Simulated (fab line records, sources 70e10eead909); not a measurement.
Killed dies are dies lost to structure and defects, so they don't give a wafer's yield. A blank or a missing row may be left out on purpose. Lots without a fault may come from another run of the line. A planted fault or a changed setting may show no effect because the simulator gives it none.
A struck lot beside a sound one | flow nand_harc | 17 steps out of a route of 1159
Sound: wafers L431.4, L431.5, L431.6. Struck: wafers L439.1, L439.4, L439.6. The cause comes at the end.
At each step with rows: each side's tool, then ch and its chambers, then its first start. Under that, the readings that differ: sound wafers | struck wafers | difference of the means | sigmas: that difference in standard deviations of wafers without a fault.
alike: readings whose means differ by less than 2 such deviations, and words and numbers that are the same on both sides. not compared: withheld readings, readings that some wafer has no value for, bounds like >300 that may hide the same value, and numbers for which the record gives no deviation and whose values overlap.
The two part at a step that has a row with sigmas, a row that says differs or no value, or rows on one side only. Numbers that don't overlap but have no deviation are shown without sigmas and don't part them. A reading that every wafer of one side lacks parts them only if that side has two wafers or more.

NHARC_P_M2_INSPECT_11:
  sound on defect_inspect-02, day 7 12:32; struck on defect_inspect-02, day 9 17:26
  alike: raw_defect_count
NHARC_P_M2_DESCUM_14: chemistry O2, time 3 s.
  sound on rie_diel-06 ch 0,1,2, day 7 12:37; struck on rie_diel-06 ch 0,1, day 9 17:34
  alike: drypump_motor_current_A, oes_product_au, rf_vpp_V, showerhead_plenum_p_Torr, throttle_valve_pct
  not compared: rf_hours_counter_h
NHARC_P_M2_ETCH_35: etches the open film in N2/H2, target depth 40 nm, overetch 12 nm, time 43.94 s.
  sound on rie_diel-06 ch 0,1,2, day 7 12:43; struck on rie_diel-06 ch 0,1,3, day 9 17:42
  alike: bias_w, drypump_motor_current_A, oes_product_au, rf_fwd_power_W, rf_vpp_V, showerhead_plenum_p_Torr, throttle_valve_pct
  not compared: rf_hours_counter_h
then, 1 step without rows for these wafers: NHARC_P_M2_ETCH_15 (etches the open film in C4F8/Ar, target depth 182.5 nm, time 91.2 s).
NHARC_P_M2_CD_MEAS_16:
  sound on cd_sem-03, day 7 12:56; struck on cd_sem-01, day 9 17:59
  alike: cd_nm
then, 3 steps without rows for these wafers: NHARC_P_M2_STRIP_18 (strips in N2/H2); NHARC_P_M2_ETCH_28 (etches the open film in CF4/N2, target depth 30 nm, time 72.99 s); NHARC_P_M2_STRIP_19 (strips in post etch residue remover, time 600 s).
NHARC_P_M2_DEGAS_29: time 60 s.
  sound on pvd_sputter-03, day 7 13:46; struck on pvd_sputter-01, day 9 18:49
  alike: heater_power_w
NHARC_P_M2_PRE_CLEAN_30: time 30 s.
  sound on pvd_sputter-03; struck on pvd_sputter-01
  alike: heater_power_w
then, 1 step without rows for these wafers: NHARC_P_M2_PVD_20 (deposits TaN, target thk 5 nm, time 8.06 s).
NHARC_P_M2_PVD_21: deposits Cu, target thk 30 nm, time 20.49 s.
  sound on pvd_sputter-03; struck on pvd_sputter-01
  alike: throttle_valve_pct
NHARC_P_M2_ECD_22: material Cu, target thk 400 nm.
  sound on ecd_cu-01 ch 0,1, day 7 14:18; struck on ecd_cu-01 ch 0,1, day 9 19:43
then, 1 step without rows for these wafers: NHARC_P_M2_ANNEAL_31 (time 90 s).
NHARC_P_M2_CMP_23: polishes, t overpolish 20 s, target thk 144.3 nm.
  sound on cmp-02 ch 2,3, day 7 15:00; struck on cmp-04 ch 1,2,3, day 9 20:29
  reading                | sound          | struck         | difference | sigmas
  time_to_endpoint_s (s) | 28.8 33.8 31.8 | 55.0 59.8 55.1 | +25.2      | +10
  alike: motor_current_A, slurry_filter_dp_kPa
NHARC_P_M2_THK_MEAS_24: measures by xrf.
  sound on film_metro-01, day 7 15:19; struck on film_metro-02, day 9 20:48
  alike: thk_nm
-- the record jumps here: 12 days lie between the struck wafers' starts before and after (it left off in module P_M2 and takes up again in module END, whose first step shown is number 1159 of the route) --
NHARC_END_SORT_01:
  the record has rows for the struck wafers here (prober-01 ch 0, day 22 06:50) and none for the sound ones

WHERE THEY PART
First at NHARC_P_M2_CMP_23; last, within this record, at NHARC_END_SORT_01.

WHY: what the simulator had put in
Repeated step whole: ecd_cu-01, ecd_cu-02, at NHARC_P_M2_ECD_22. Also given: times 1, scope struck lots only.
